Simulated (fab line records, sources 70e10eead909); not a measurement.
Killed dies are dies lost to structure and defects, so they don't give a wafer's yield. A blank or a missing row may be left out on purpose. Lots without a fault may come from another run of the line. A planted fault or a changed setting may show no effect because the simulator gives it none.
fab line records | flow nand_harc
record lots=7 wafers=21 last_day=25
route steps=1159 shown A_M1@1037
lots that met no fault: from a run of the same line without faults
start_h: hours from the record's first day to the start of the lot's first wafer shown | wait_h: hours since the lot's step before | " the same as in the row above | L1.1+2: a row that stands for several wafers | - no value, or no start given | * or withheld: withheld | < > ~ a bound
route shown NAME@n: a module of which the file shows steps, and the number in the route of the first | usual: mean/standard deviation of fault-free wafers | same: alike in all rows | chamber/n: place in a boat | sites: the reading at each site | _std_site: their standard deviation | _edge_site: outer sites' mean less inner sites' | radius_mm: how far each site lies from the wafer's centre | mask NAME#n: copy n | behind: the tool/chamber that last shaped the wafer | hold: why the lot was held/for how many hours/how that ended | device: the transistor (n, p or np) that didn't switch | end of line: the same wafers' tests at the end of the route | a step without rows: its recipe alone | killed: dies lost to structure and defects at the first sort, not the wafer's yield | map: a wafer's dies, x killed, . not, _ none there
set.NAME: the setting as run; set.NAME@STEP: as run at that earlier step | model.NAME: the simulator's own value behind a step, which no gauge read
lots at some steps of the route; a table a step, a row a wafer
services: from which hour (start_h, from the record's first day; less than 0 if before it) a tool's chamber was out of use, for how many hours, and why
## steps
# step NHARC_A_M1_OVL_MEAS_10
# recipe pitch_nm=240
# usual overlay_x_nm=0.1/0.87 overlay_y_nm=0.1/1
# columns lot.wafer tool chamber start_h wait_h overlay_x_nm overlay_y_nm
L696.1 overlay-01 - 420.52 - 0.8 2.2
L696.5 " - " " 0.9 2.3
L696.6 " - " " 1.0 2.3
L705.2 overlay-01 - 459.68 - 0.0 0.5
L705.3 " - " " 0.1 0.4
L705.4 " - " " 0.1 0.1
L709.3 overlay-01 - 488.08 - -0.7 -1.0
L709.5 " - " " 0.3 -2.1
L709.6 " - " " -0.3 -1.3
L711.2 overlay-02 - 496.74 - -0.1 1.3
L711.4 " - " " -0.6 1.0
L711.5 " - " " -0.5 1.3
L716.4 overlay-02 - 501.96 - -0.4 0.2
L716.5 " - " " -0.5 0.9
L716.6 " - " " -0.3 1.1
L718.4 overlay-01 - 525.63 - 0.6 -2.0
L718.5 " - " " 0.8 -1.5
L718.6 " - " " 1.1 -1.1
L719.1 overlay-02 - 560.28 - 0.0 0.5
L719.4 " - " " -0.1 0.6
L719.5 " - " " 0.2 0.8
# step NHARC_A_M1_INSPECT_11
# usual raw_defect_count=29/13
# columns lot.wafer tool chamber start_h wait_h raw_defect_count
L696.1 defect_inspect-02 - 420.56 0.0 19
L696.5 " - " " 17
L696.6 " - " " 18
L705.2 defect_inspect-02 - 459.71 0.0 29
L705.3 " - " " 33
L705.4 " - " " 30
L709.3 defect_inspect-02 - 488.12 0.0 35
L709.5 " - " " 31
L709.6 " - " " 35
L711.2 defect_inspect-01 - 496.78 0.0 28
L711.4 " - " " 37
L711.5 " - " " 24
L716.4 defect_inspect-01 - 502.00 0.0 37
L716.5 " - " " 38
L716.6 " - " " 31
L718.4 defect_inspect-02 - 525.66 0.0 11
L718.5 " - " " 21
L718.6 " - " " 5
L719.1 defect_inspect-02 - 560.31 0.0 29
L719.4 " - " " 20
L719.5 " - " " 13
# step NHARC_A_M1_DESCUM_14
# recipe time_s=3 o2_flow_sccm=200 ar_flow_sccm=0 bias_power_w=0 chemistry=O2
# usual drypump_motor_current_A=5.7/0.31 oes_product_au=0.997/0.0082 rf_vpp_V=57.8/0.87 showerhead_plenum_p_Torr=1.91/0.086 throttle_valve_pct=11.311/0.0097
# columns lot.wafer tool chamber start_h wait_h drypump_motor_current_A oes_product_au rf_hours_counter_h rf_vpp_V showerhead_plenum_p_Torr throttle_valve_pct
L696.1 rie_diel-03 3 420.62 0.1 5.4 0.994 0 57.2 1.80 11.314
L696.6 " 3 " " 5.4 0.990 - 55.6 1.80 11.324
L696.5 " 0 " " 5.3 1.008 - 57.9 1.96 11.324
L705.3 rie_diel-03 3 459.78 0.1 5.4 0.994 2 57.3 1.80 11.322
L705.2 " 0 " " 5.3 0.996 2 58.6 1.95 11.295
L705.4 " 0 " " 5.3 0.982 - 59.2 1.95 11.315
L709.3 rie_diel-11 1 488.20 0.1 5.5 1.009 8 57.7 1.93 11.314
L709.5 " 2 " " 5.6 0.991 - 57.9 1.92 11.315
L709.6 " 3 " " 6.0 0.996 - 57.0 2.00 11.312
L711.4 rie_diel-11 0 496.85 0.1 5.8 0.989 5 57.9 1.78 11.336
L711.2 " 2 " " 5.6 0.986 7 57.8 1.92 11.309
L711.5 " 0 " " 5.8 0.990 - 57.5 1.78 11.307
L716.4 rie_diel-03 3 502.08 0.1 5.4 1.001 3 58.2 1.80 11.296
L716.5 " 0 " " 5.3 1.001 - 57.9 1.95 11.303
L716.6 " 1 " " 6.2 1.003 - 57.4 1.78 11.341
L718.5 rie_diel-11 1 525.76 0.1 5.4 1.007 - 57.4 1.93 11.322
L718.6 " 2 " " 5.6 0.988 - 58.0 1.92 11.315
L718.4 " 3 " " 6.0 0.991 - 58.6 2.00 11.298
L719.1 rie_diel-11 3 560.37 0.1 6.0 0.990 0 58.3 2.00 11.310
L719.4 " 2 " " 5.6 0.997 0 57.7 1.92 11.332
L719.5 " 0 " " 5.9 0.995 - 56.7 1.78 11.315
# step NHARC_A_M1_ETCH_35
# recipe target_depth_a=400 overetch_a=120 time_s=43.94 ion_energy_ev=200 n2_flow_sccm=150 h2_flow_sccm=150 ar_flow_sccm=0 rf_w=400 bias_w=150 chemistry=N2/H2
# step NHARC_A_M1_ETCH_15
# recipe target_depth_a=1825 time_s=91.2 c4f8_flow_sccm=withheld ar_flow_sccm=400 rf_w=600 bias_w=300 chemistry=C4F8/Ar
# usual oes_product_au=0.944/0.023 rf_vpp_V=440.7/2.8
# columns lot.wafer tool chamber start_h wait_h oes_product_au rf_hours_counter_h rf_vpp_V
L696.1 rie_diel-03 3 - - 0.962 0 438.7
L696.5 " 3 " " 0.955 - 438.6
L696.6 " 0 " " 0.972 - 442.8
L705.3 rie_diel-03 3 - - 0.924 2 437.8
L705.2 " 0 " " 0.917 2 441.5
L705.4 " 3 " " 0.921 - 437.4
L709.3 rie_diel-11 0 - - 0.914 4 434.2
L709.5 " 3 " " 0.921 - 443.1
L709.6 " 0 " " 0.920 - 436.6
L711.2 rie_diel-11 0 - - 0.953 5 435.1
L711.4 " 2 " " 0.972 7 441.6
L711.5 " 1 " " 0.977 - 442.6
L716.4 rie_diel-03 2 - - 0.929 2 442.7
L716.6 " 1 " " 0.920 - 437.4
L716.5 " 2 " " 0.926 - 443.4
L718.6 rie_diel-11 3 - - 0.905 - 443.8
L718.5 " 1 " " 0.919 - 441.6
L718.4 " 2 " " 0.907 - 441.7
L719.1 rie_diel-11 3 - - 0.951 0 443.0
L719.4 " 0 " " 0.949 0 435.7
L719.5 " 2 " " 0.964 - 441.3
# step NHARC_A_M1_CD_MEAS_16
# usual cd_nm=120.1/0.57
# columns lot.wafer tool chamber start_h wait_h cd_nm
L696.1 cd_sem-02 - 420.92 - 119.7
L696.5 " - " " 120.3
L696.6 " - " " 119.5
L705.2 cd_sem-01 - 460.13 - 119.8
L705.3 " - " " 119.7
L705.4 " - " " 120.7
L709.3 cd_sem-03 - 488.50 - 120.5
L709.5 " - " " 120.3
L709.6 " - " " 120.8
L711.2 cd_sem-03 - 497.14 - 120.4
L711.4 " - " " 121.2
L711.5 " - " " 119.9
L716.4 cd_sem-01 - 502.37 - 121.0
L716.5 " - " " 122.0
L716.6 " - " " 120.7
L718.4 cd_sem-03 - 526.08 - 118.3
L718.5 " - " " 119.2
L718.6 " - " " 119.6
L719.1 cd_sem-01 - 560.68 - 119.6
L719.4 " - " " 120.1
L719.5 " - " " 120.4
# step NHARC_A_M1_STRIP_18
# recipe power_w=1000 n2_flow_sccm=150 h2_flow_sccm=150 ar_flow_sccm=0 bias_w=0 chemistry=N2/H2
# usual drypump_motor_current_A=5.7/0.36 h2_flow_sccm=150.1/0.39 oes_product_au=0.997/0.008 power_w=999.9/3 rf_vpp_V=90.6/0.98 showerhead_plenum_p_Torr=2.05/0.094 throttle_valve_pct=14.172/0.0088
# columns lot.wafer tool chamber start_h wait_h drypump_motor_current_A h2_flow_sccm oes_product_au power_w rf_hours_counter_h rf_vpp_V showerhead_plenum_p_Torr throttle_valve_pct
L696.1 rie_diel-03 2 421.07 0.1 5.8 150.7 1.013 999.3 0 92.5 2.14 14.183
L696.5 " 3 " " 5.4 150.3 0.992 999.1 - 89.2 1.91 14.171
L696.6 " 0 " " 5.3 149.9 0.993 1000.6 - 90.3 2.09 14.164
L705.3 rie_diel-05 0 460.20 0.1 5.7 150.1 1.000 1000.6 9 90.7 2.00 14.178
L705.4 " 1 " " 6.2 150.0 1.000 1005.3 9 89.9 2.03 14.175
L705.2 " 2 " " 5.2 149.9 1.002 1002.2 10 89.6 2.17 14.167
L709.3 rie_diel-03 0 488.57 0.1 5.3 150.0 0.997 1000.4 3 91.2 2.08 14.171
L709.6 " 0 " " 5.3 149.8 1.001 1003.4 - 90.9 2.08 14.167
L709.5 " 1 " " 6.3 150.5 0.994 999.1 - 90.7 1.90 14.157
L711.2 rie_diel-05 3 497.27 0.1 6.2 149.8 0.980 997.1 10 90.6 2.17 14.166
L711.4 " 0 " " 5.7 149.7 1.005 1000.3 13 91.2 1.99 14.157
L711.5 " 2 " " 5.2 149.8 0.982 994.1 - 90.7 2.17 14.177
L716.4 rie_diel-03 0 502.46 0.1 5.3 149.9 1.006 1003.0 3 89.9 2.08 14.183
L716.6 " 3 " " 5.4 149.9 0.996 997.6 - 89.9 1.91 14.172
L716.5 " 0 " " 5.3 150.1 1.012 998.4 - 89.9 2.08 14.184
L718.4 rie_diel-03 0 526.20 0.1 5.3 150.6 0.998 1001.1 4 90.2 2.08 14.184
L718.6 " 2 " " 5.8 149.6 1.002 997.8 - 91.3 2.14 14.174
L718.5 " 3 " " 5.4 150.1 0.995 1005.5 - 88.2 1.91 14.189
L719.1 rie_diel-11 3 560.75 0.1 6.0 149.8 0.985 997.2 0 90.8 2.13 14.175
L719.4 " 0 " " 5.8 150.5 0.973 1006.6 0 88.6 1.89 14.174
L719.5 " 0 " " 5.8 150.0 0.991 1000.3 - 88.2 1.89 14.162
# step NHARC_A_M1_ETCH_28
# recipe target_depth_a=300 over_etch_frac=0.3 time_s=72.99 ion_energy_ev=150 cf4_flow_sccm=50 n2_flow_sccm=100 ar_flow_sccm=150 rf_w=300 bias_w=100 chemistry=CF4/N2
# usual drypump_motor_current_A=5.8/0.37 oes_product_au=0.996/0.0074 rf_vpp_V=314.4/2.1 showerhead_plenum_p_Torr=2.64/0.11 throttle_valve_pct=19.795/0.0085
# columns lot.wafer tool chamber start_h wait_h drypump_motor_current_A oes_product_au rf_hours_counter_h rf_vpp_V showerhead_plenum_p_Torr throttle_valve_pct
L696.1 rie_diel-03 3 - - 5.4 0.974 1 312.6 2.48 19.795
L696.5 " 0 " " 5.3 0.995 - 314.8 2.68 19.809
L696.6 " 1 " " 6.3 0.978 - 311.6 2.46 19.786
L705.2 rie_diel-05 3 - - 6.1 1.006 7 316.2 2.78 19.788
L705.3 " 0 " " 5.7 0.999 9 314.3 2.57 19.796
L705.4 " 1 " " 6.2 0.990 9 315.6 2.61 19.782
L709.3 rie_diel-03 1 - - 6.2 0.986 2 311.5 2.46 19.795
L709.5 " 0 " " 5.3 0.994 - 314.6 2.68 19.788
L709.6 " 1 " " 6.2 0.995 - 311.4 2.46 19.799
L711.2 rie_diel-05 1 - - 6.2 0.997 12 313.5 2.61 19.806
L711.4 " 2 " " 5.2 0.995 12 316.0 2.78 19.801
L711.5 " 2 " " 5.2 0.993 - 316.7 2.78 19.794
L716.4 rie_diel-03 0 - - 5.3 1.004 3 314.5 2.68 19.800
L716.5 " 2 " " 5.8 1.015 - 317.8 2.74 19.778
L716.6 " 3 " " 5.3 0.987 - 311.2 2.48 19.794
L718.4 rie_diel-03 0 - - 5.3 1.007 4 314.9 2.68 19.797
L718.6 " 0 " " 5.3 1.003 - 315.3 2.68 19.795
L718.5 " 1 " " 6.2 0.995 - 312.3 2.46 19.801
L719.1 rie_diel-11 3 - - 6.0 0.988 0 315.9 2.74 19.804
L719.4 " 0 " " 5.9 0.987 0 311.3 2.45 19.789
L719.5 " 0 " " 5.8 0.984 - 312.0 2.45 19.792
# step NHARC_A_M1_STRIP_19
# recipe time_s=600 temp_c=30 chemistry=post_etch_residue_remover
# step NHARC_A_M1_DEGAS_29
# recipe temp_c=250 time_s=60
# step NHARC_A_M1_PRE_CLEAN_30
# recipe time_s=30 temp_c=280 gas=H2/He
# usual heater_power_w=396/38
# columns lot.wafer tool chamber start_h wait_h heater_power_w
L696.1 pvd_sputter-03 - - - 362
L696.5 " - " " 353
L696.6 " - " " 342
L705.3 pvd_sputter-01 - - - 352
L705.2 " - " " 414
L705.4 " - " " 403
L709.3 pvd_sputter-01 - - - 424
L709.5 " - " " 425
L709.6 " - " " 451
L711.2 pvd_sputter-01 - - - 421
L711.4 " - " " 437
L711.5 " - " " 457
L716.4 pvd_sputter-02 - - - 356
L716.5 " - " " 422
L716.6 " - " " 378
L718.4 pvd_sputter-02 - - - 451
L718.5 " - " " 383
L718.6 " - " " 357
L719.4 pvd_sputter-02 - - - 352
L719.1 " - " " 427
L719.5 " - " " 430
# step NHARC_A_M1_PVD_20
# recipe target_thk_a=50 bias_v=168.6 power_w=15000 chamber_pressure_pa=0.12 time_s=8.06 substrate_temp_c=50 material=TaN
# step NHARC_A_M1_PVD_21
# recipe target_thk_a=300 chamber_pressure_pa=5 power_w=5000 substrate_temp_c=30 time_s=20.49 material=Cu
# usual cathode_dc_power_W=5000.0/0.86 chamber_pressure_pa=5.000/0.0092 throttle_valve_pct=29.8/1.2
# columns lot.wafer tool chamber start_h wait_h cathode_dc_power_W chamber_pressure_pa throttle_valve_pct
L696.1 pvd_sputter-03 - 421.87 - 5000.1 5.002 30.9
L696.5 " - " " 5000.2 4.999 30.8
L696.6 " - " " 5000.1 5.004 27.9
L705.3 pvd_sputter-01 - 461.25 - 5000.1 5.015 29.7
L705.4 " - " " 5001.0 4.995 32.1
L705.2 " - " " 4999.1 4.993 32.5
L709.3 pvd_sputter-01 - 489.58 - - - -
L709.5 " - " " - - -
L709.6 " - " " - - -
L711.4 pvd_sputter-01 - 498.13 - - - -
L711.2 " - " " - - -
L711.5 " - " " - - -
L716.4 pvd_sputter-02 - 503.36 - - - -
L716.5 " - " " - - -
L716.6 " - " " - - -
L718.4 pvd_sputter-02 - 527.01 - 5002.2 4.986 29.9
L718.5 " - " " 5000.1 5.019 29.8
L718.6 " - " " 4998.7 5.014 29.5
L719.1 pvd_sputter-02 - 561.66 - 4999.8 5.019 28.7
L719.4 " - " " 5001.0 4.999 29.4
L719.5 " - " " 5000.2 4.996 30.0
# step NHARC_A_M1_ECD_22
# recipe target_thk_a=4000 bath_temp_c=25 material=Cu
## services
# columns tool chamber start_h hours kind
rie_diel-03 0 401.30 - clean
rie_diel-03 1 401.30 - clean
rie_diel-03 2 401.30 - clean
rie_diel-03 3 401.30 - clean
rie_diel-05 3 407.64 9.1 repair
rie_diel-03 - 416.13 0.2 repair
rie_diel-11 0 418.15 8.5 repair
rie_diel-03 0 425.80 - clean
rie_diel-03 1 425.80 - clean
rie_diel-03 2 425.80 - clean
rie_diel-03 3 425.80 - clean
pvd_sputter-01 - 439.15 11.9 repair
rie_diel-11 0 450.68 25.0 repair
pvd_sputter-03 - 458.23 10.0 pm
rie_diel-03 2 459.77 7.3 repair
rie_diel-03 1 471.18 3.0 repair
rie_diel-11 1 497.82 10.7 repair
rie_diel-11 - 512.84 2.9 repair
pvd_sputter-01 - 516.10 10.0 pm
rie_diel-11 3 517.06 1.4 repair
rie_diel-05 - 517.62 9.0 pm
rie_diel-11 0 525.00 5.4 repair
pvd_sputter-02 - 540.46 6.7 repair
rie_diel-11 - 543.75 9.0 pm
## key
first_sign step=NHARC_A_M1_PVD_21 reading=tool_record direction=missing
effect none on later readings
met_at NHARC_A_M1_PVD_21
struck_wafers L709.3,L709.5,L709.6,L711.2,L711.4,L711.5,L716.4,L716.5,L716.6
later_rows_left_out L709.3,L709.5,L709.6,L711.2,L711.4,L711.5,L716.4,L716.5,L716.6
sort_left_out L709.3,L709.5,L709.6,L711.2,L711.4,L711.5,L716.4,L716.5,L716.6
onset_between 461.25 489.58
fault kind=skipped_step_whole tool=pvd_sputter-01,pvd_sputter-02 chamber=- onset_h=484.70 steps=NHARC_A_M1_PVD_21 scope=struck_lots_only
# sort_left_out: the simulated sort isn't trusted on such a fault, so these wafers' sort isn't shown, and their yield isn't known
# later_rows_left_out: the simulator's readings of these wafers behind a module that went badly wrong aren't trusted and aren't shown, but for the sort
